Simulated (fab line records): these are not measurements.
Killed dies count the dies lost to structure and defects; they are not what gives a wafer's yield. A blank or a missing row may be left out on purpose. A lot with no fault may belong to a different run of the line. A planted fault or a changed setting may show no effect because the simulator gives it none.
Chamber matching | flow n5Finfet | 4 sister chambers for N5_BEOL_M0_SAQP_ETCH_106 on rieDiel-03
The step etches SOC in N2/H2, stops on SiNx, target depth 150 nm. 16 wafers are shown with their chamber, then 8 later ones without.

EACH WAFER AND ITS CHAMBER
wafer  | chamber | showerheadPlenumPTorr (Torr) | drypumpMotorCurrentA (A) | throttleValvePct (%)
L078.1 | 3       | 2.62                         | 6.5                      | 17.86
L078.4 | 1       | 2.50                         | 5.9                      | 17.87
L078.5 | 3       | 2.62                         | 6.5                      | 17.86
L079.3 | 0       | 2.55                         | 5.3                      | 17.60
L079.4 | 3       | 2.62                         | 6.4                      | 17.88
L079.6 | 3       | 2.62                         | 6.5                      | 17.88
L080.1 | 0       | 2.55                         | 5.2                      | 17.59
L080.3 | 2       | 2.52                         | 6.5                      | 17.86
L080.4 | 0       | 2.55                         | 5.3                      | 17.59
L081.2 | 2       | 2.51                         | 6.6                      | 17.87
L081.3 | 3       | 2.62                         | 6.4                      | 17.87
L081.5 | 2       | 2.51                         | 6.6                      | 17.86
L083.4 | 2       | 2.51                         | 6.6                      | 17.87
L083.5 | 1       | 2.50                         | 5.9                      | 17.46
L083.6 | 0       | 2.55                         | 5.2                      | 17.60
L092.1 | 1       | 2.49                         | 5.8                      | 17.48

SIGNATURES (averages over the wafers above)
reading               | chamber 0 | chamber 1 | chamber 2 | chamber 3 | scatter within a chamber
showerheadPlenumPTorr | 2.5500    | 2.4967    | 2.5125    | 2.6200    | 0.00344
drypumpMotorCurrentA  | 5.250     | 5.867     | 6.575     | 6.460     | 0.0549
throttleValvePct      | 17.5950   | 17.6033   | 17.8650   | 17.8700   | 0.0946
Rule: for a wafer and a chamber, the distance is found by dividing, reading by reading, the gap between the wafer's reading and the chamber's mean by the reading's scatter, squaring, summing and taking the root. The wafer belongs to the nearest chamber; if the next one is less than 2 further off, it can't be placed. The scatter: take each reading less its chamber's mean, square it, sum over the shown wafers, divide by the number of wafers less the number of chambers, and take the root.

WAFERS WITHOUT THEIR CHAMBER
wafer  | showerheadPlenumPTorr (Torr) | drypumpMotorCurrentA (A) | throttleValvePct (%)
L092.3 | 2.61                         | 6.4                      | 17.90
L092.4 | 2.50                         | 6.5                      | 17.91
L093.1 | 2.50                         | 6.6                      | 17.92
L093.5 | 2.49                         | 5.9                      | 17.49
L093.6 | 2.54                         | 5.3                      | 17.63
L094.2 | 2.54                         | 5.2                      | 17.65
L094.3 | 2.49                         | 5.9                      | 17.50
L094.5 | 2.49                         | 5.9                      | 17.49

EACH ONE'S CHAMBER
wafer  | from the rows above | in truth
L092.3 | 3                   | 3
L092.4 | 2                   | 2
L093.1 | 2                   | 2
L093.5 | 1                   | 1
L093.6 | 0                   | 0
L094.2 | 0                   | 0
L094.3 | 1                   | 1
L094.5 | 1                   | 1
Placed correctly: 8 of 8. From these rows, 0 cannot be placed. Placed wrongly: 0.
